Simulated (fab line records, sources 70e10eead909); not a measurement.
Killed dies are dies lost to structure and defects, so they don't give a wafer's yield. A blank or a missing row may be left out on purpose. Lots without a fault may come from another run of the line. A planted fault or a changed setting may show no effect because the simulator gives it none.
Chamber matching | flow nand_harc | NHARC_THIN_TSV_ETCH_15 on rie_si-02: 4 sister chambers
The step target depth 3000 nm, bosch target overetch cycles 2, bosch etch step 2.8 s. 20 wafers are shown with their chamber, then 10 later ones without.

WAFERS WITH THEIR CHAMBER
wafer  | chamber | drypump_motor_current_A (A)
L075.2 | 2       | 5.7
L075.3 | 0       | 5.1
L075.6 | 0       | 5.1
L074.3 | 2       | 5.7
L074.5 | 1       | 4.7
L074.6 | 0       | 5.2
L082.2 | 1       | 4.7
L082.3 | 3       | 6.3
L082.4 | 2       | 5.7
L084.1 | 2       | 5.7
L084.2 | 0       | 5.2
L084.5 | 2       | 5.7
L084.3 | 1       | 4.7
L084.4 | 3       | 6.3
L084.6 | 3       | 6.4
L091.1 | 0       | 5.2
L091.5 | 1       | 4.7
L091.6 | 2       | 5.7
L094.2 | 2       | 5.7
L094.3 | 3       | 6.3

SIGNATURES (means of the wafers above)
reading                 | chamber 0 | chamber 1 | chamber 2 | chamber 3 | scatter within a chamber
drypump_motor_current_A | 5.160     | 4.700     | 5.700     | 6.325     | 0.0349
Rule: a wafer's distance from a chamber is the root of the sum, over the readings, of the square of ((its reading less the chamber's mean) divided by the reading's scatter). The wafer belongs to the nearest chamber; if the next one is less than 2 further off, it can't be placed. The scatter: the root of (the sum of the squares of (reading less its chamber's mean) over the shown wafers, divided by (wafers less chambers)).

WAFERS WITHOUT THEIR CHAMBER
wafer  | drypump_motor_current_A (A)
L094.6 | 5.7
L092.2 | 5.7
L092.3 | 4.7
L092.4 | 5.2
L093.1 | 5.7
L093.4 | 6.3
L093.6 | 5.2
L093.2 | 4.7
L093.3 | 5.2
L093.5 | 6.3

WHICH CHAMBER EACH WENT THROUGH
wafer  | from the rows above | in truth
L094.6 | 2                   | 2
L092.2 | 2                   | 2
L092.3 | 1                   | 1
L092.4 | 0                   | 0
L093.1 | 2                   | 2
L093.4 | 3                   | 3
L093.6 | 0                   | 0
L093.2 | 1                   | 1
L093.3 | 0                   | 0
L093.5 | 3                   | 3
Placed correctly: 10 of 10. Can't be placed from these rows: 0. Placed wrongly: 0.
